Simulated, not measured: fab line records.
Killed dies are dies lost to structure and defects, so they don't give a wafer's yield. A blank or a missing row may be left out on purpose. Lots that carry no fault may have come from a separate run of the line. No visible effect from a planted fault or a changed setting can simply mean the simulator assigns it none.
Which of the tools did it? ; flow n5-finfet ; Sampling: 10 lots, 28 wafers, 5 of 1938 route steps

== WHAT THE GAUGES SHOWED, per wafer ==
N5_HKMG_FIN_INSPECT_61: inspects for defects (macro). Usual: 2.5 for raw-defect-count, sd 1.5.
lot;measured;on;raw-defect-count;flag
L749;day 4 08:46;defect-inspect-02;1 2 4;
L752;day 5 01:32;defect-inspect-01;1 1 3;
L753;day 5 05:43;defect-inspect-02;2 3 2;
L757;day 6 05:17;defect-inspect-01;2 1;
L758;day 6 13:20;defect-inspect-02;1 2;
L762;day 7 16:02;defect-inspect-01;3 5 3;
L763;day 7 17:20;defect-inspect-02;5 3 2;
L769;day 9 10:49;defect-inspect-01;2 1 2;
L770;day 9 13:52;defect-inspect-02;2 3 1;
L771;day 9 22:14;defect-inspect-01;4 1 3;

N5_BEOL_M4_RC_MEAS_101. Usual: DIBL_N 36.9 mV/V, standard deviation 1.7; DIBL_P 37.3 mV/V, standard deviation 2.3; IOFF_N 0.16 nA/um, standard deviation 0.033; IOFF_P 0.22 nA/um, standard deviation 0.04; ION_N 673 uA/um, standard deviation 12; ION_P 463 uA/um, standard deviation 8; SS_N 71.6 mV/dec, standard deviation 0.58; SS_P 73.4 mV/dec, standard deviation 0.74; VT_N 250 mV, standard deviation 3.2; VT_P -250 mV, standard deviation 3.4.
lot;measured;on;DIBL_N (mV/V);DIBL_P (mV/V);IOFF_N (nA/um);IOFF_P (nA/um);ION_N (uA/um);ION_P (uA/um);SS_N (mV/dec);SS_P (mV/dec);VT_N (mV);VT_P (mV);flag
L749;day 8 13:19;prober-02;35.8 36.7 36.7;38.3 38.5 39.2;0.15 0.16 0.16;0.19 0.20 0.21;669 675 667;455 463 458;71.9 71.5 71.4;74.0 73.6 74.5;251 249 250;-256 -255 -254;
L752;day 9 02:05;prober-01;38.5 35.9 35.7;38.0 34.2 33.9;0.19 0.13 0.14;0.23 0.18 0.17;677 656 658;456 452 446;72.2 71.5 71.7;73.7 72.1 72.0;247 252 253;-252 -255 -257;
L753;day 9 07:04;prober-01;36.9 34.3 35.0;36.3 33.5 33.1;0.17 0.14 0.13;0.20 0.17 0.16;665 684 660;451 461 446;71.1 70.8 71.4;73.1 73.1 72.3;251 250 253;-252 -257 -257;
L757;day 10 06:34;prober-01;40.4 39.5;43.5 43.2;0.25 0.25;0.30 0.23;695 703;458 465;72.5 71.6;75.2 75.5;245 241;-245 -255;
L758;day 10 09:45;prober-02;37.7 37.2;38.5 37.2;0.17 0.16;0.22 0.25;669 673;463 471;71.6 71.3;74.0 72.9;251 251;-252 -245;
L762;day 11 14:55;prober-02;38.1 38.0 36.9;37.7 36.8 36.9;0.17 0.17 0.17;0.26 0.17 0.24;676 674 699;469 451 477;71.7 71.7 71.6;73.6 73.1 73.4;250 248 249;-247 -259 -249;
L763;day 11 21:56;prober-01;35.4 35.7 35.7;36.1 36.8 36.9;0.14 0.13 0.13;0.18 0.19 0.20;682 650 669;468 452 462;71.1 71.7 71.7;73.3 73.2 73.1;252 255 251;-256 -253 -252;
L769;day 13 20:19;prober-01;34.2 39.0 36.4;36.0 41.1 37.0;0.12 0.20 0.14;0.19 0.27 0.21;669 677 667;467 465 464;71.6 72.0 71.3;72.4 73.9 73.9;256 246 254;-254 -248 -248;
L770;day 13 19:45;prober-02;38.6 39.3 37.7;39.3 39.4 38.0;0.18 0.18 0.14;0.24 0.23 0.21;673 669 661;459 459 453;71.7 72.6 72.0;73.9 74.4 73.8;252 251 255;-252 -253 -255;
L771;day 13 23:04;prober-02;36.1 38.0 37.1;35.9 37.9 36.7;0.13 0.15 0.14;0.19 0.22 0.20;649 676 662;447 464 456;71.3 71.4 70.7;72.5 73.6 73.4;254 252 252;-250 -249 -253;

== WHAT TOOL EACH LOT RAN ON (gives the tool, then ch and the chambers of the sampled wafers, and finally the start) ==
lot;N5_HKMG_FIN_ALD_74;N5_HKMG_FIN_DESCUM_53;N5_HKMG_FIN_ALD_36
L749;ald-hk-01 ch 0,3, day 4 08:10;rie-diel-06 ch 0,1, day 4 08:57;ald-metal-02 ch 0,1,2, day 4 11:13
L752;ald-hk-01 ch 0,1, day 5 00:55;rie-diel-06 ch 1,2, day 5 01:53;ald-metal-03 ch 0,3, day 5 04:34
L753;ald-hk-02 ch 1,3, day 5 05:07;rie-diel-01 ch 1,2, day 5 05:51;ald-metal-03 ch 0,2,3, day 5 08:03
L757;ald-hk-01 ch 0,2, day 6 04:49;rie-diel-06 ch 2,3, day 6 05:37;ald-metal-03 ch 0,3, day 6 07:56
L758;ald-hk-01 ch 2, day 6 12:52;rie-diel-02 ch 2, day 6 13:22;ald-metal-03 ch 1,3, day 6 15:49
L762;ald-hk-02 ch 1,2, day 7 15:34;rie-diel-02 ch 0,1, day 7 16:04;ald-metal-03 ch 1,2,3, day 7 18:13
L763;ald-hk-03 ch 1,2,3, day 7 16:44;rie-diel-02 ch 0,1, day 7 17:46;ald-metal-02 ch 0,3, day 7 19:54
L769;ald-hk-03 ch 1,2,3, day 9 10:13;rie-diel-02 ch 0,3, day 9 11:04;ald-metal-01 ch 0,1, day 9 13:22
L770;ald-hk-01 ch 0,1, day 9 13:16;rie-diel-01 ch 1,3, day 9 13:55;ald-metal-02 ch 0,1,3, day 9 16:03
L771;ald-hk-02 ch 0,1,3, day 9 21:38;rie-diel-02 ch 2,3, day 9 22:16;ald-metal-02 ch 0,2,3, day 10 00:24
- N5_HKMG_FIN_ALD_74: deposits La2O3, target thk 0.5 nm, pulse time 6 s, co reactant pulse time 1 s.
- N5_HKMG_FIN_DESCUM_53: chemistry O2, time 7.9 s.
- N5_HKMG_FIN_ALD_36: deposits TiN, target thk 1 nm, pulse time 1 s, purge time 3 s.

== AS READ BY THE TOOLS THEMSELVES (means over the sampled wafers that have a number; for cases with no such wafer, the mark the record gives instead) ==
N5_HKMG_FIN_ALD_74. Usual: heater-power-w 358 W, standard deviation 36; precursor-pulse-height-rel 1.001, standard deviation 0.019.
lot;tool;heater-power-w (W);precursor-pulse-height-rel;flag
L749;ald-hk-01;346;0.994;
L752;ald-hk-01;345;1.014;
L753;ald-hk-02;368;1.008;
L757;ald-hk-01;350;1.002;
L758;ald-hk-01;344;0.997;
L762;ald-hk-02;341;0.995;
L763;ald-hk-03;361;1.001;
L769;ald-hk-03;367;1.016;
L770;ald-hk-01;338;1.004;
L771;ald-hk-02;401;1.004;

N5_HKMG_FIN_DESCUM_53. Usual: drypump-motor-current-A 5.8 A, standard deviation 0.33; oes-product-au 0.82 a.u., standard deviation 0.098; rf-vpp-V 243.5 V, standard deviation 1.1; showerhead-plenum-p-Torr 2.13 Torr, standard deviation 0.057; throttle-valve-pct 20.47 %, standard deviation 0.28.
lot;tool;drypump-motor-current-A (A);oes-product-au (a.u.);rf-vpp-V (V);showerhead-plenum-p-Torr (Torr);throttle-valve-pct (%);flag
L749;rie-diel-06;6.4;0.68;242.9;2.13;20.95;
L752;rie-diel-06;6.2;0.77;242.9;2.13;20.75;
L753;rie-diel-01;6.0;0.71;243.6;2.14;20.63;
L757;rie-diel-06;5.6;0.81;243.7;2.05;20.46;
L758;rie-diel-02;6.2;0.92;244.6;2.14;20.08;
L762;rie-diel-02;5.7;0.77;243.5;2.16;20.59;
L763;rie-diel-02;5.8;0.81;243.5;2.14;20.40;
L769;rie-diel-02;5.8;0.85;243.2;2.13;20.20;
L770;rie-diel-01;5.5;0.90;243.6;2.18;20.55;
L771;rie-diel-02;5.7;0.87;244.3;2.15;20.14;

N5_HKMG_FIN_ALD_36. Usual: heater-power-w 874 W, standard deviation 91; precursor-pulse-height-rel 1.000, standard deviation 0.021.
lot;tool;heater-power-w (W);precursor-pulse-height-rel;flag
L749;ald-metal-02;935;1.001;
L752;ald-metal-03;888;0.977;
L753;ald-metal-03;875;1.014;
L757;ald-metal-03;854;1.016;
L758;ald-metal-03;810;0.974;
L762;ald-metal-03;844;1.000;
L763;ald-metal-02;884;0.996;
L769;ald-metal-01;903;1.006;
L770;ald-metal-02;889;1.016;
L771;ald-metal-02;852;1.009;

== THE ANSWER, worked out from the rows above alone ==
Rule: take the mean of a lot's wafers that have a number; if it is more than 3 standard deviations from the usual mean, the lot is off. A lot without any number at a reading at which 4 lots or more have one is off too. All remaining lots with rows at the step are treated as sound. Order of review: gauges by route order, followed by the tools' own readings, for which a lot's mean as printed above is used. At the first step where some lot is off, the reading lying furthest off is the one used; lots without a number count as furthest.
Across all readings shown, no lot is off: no conclusion can be drawn from this.

== WHAT THE SIMULATOR HAD INSERTED ==
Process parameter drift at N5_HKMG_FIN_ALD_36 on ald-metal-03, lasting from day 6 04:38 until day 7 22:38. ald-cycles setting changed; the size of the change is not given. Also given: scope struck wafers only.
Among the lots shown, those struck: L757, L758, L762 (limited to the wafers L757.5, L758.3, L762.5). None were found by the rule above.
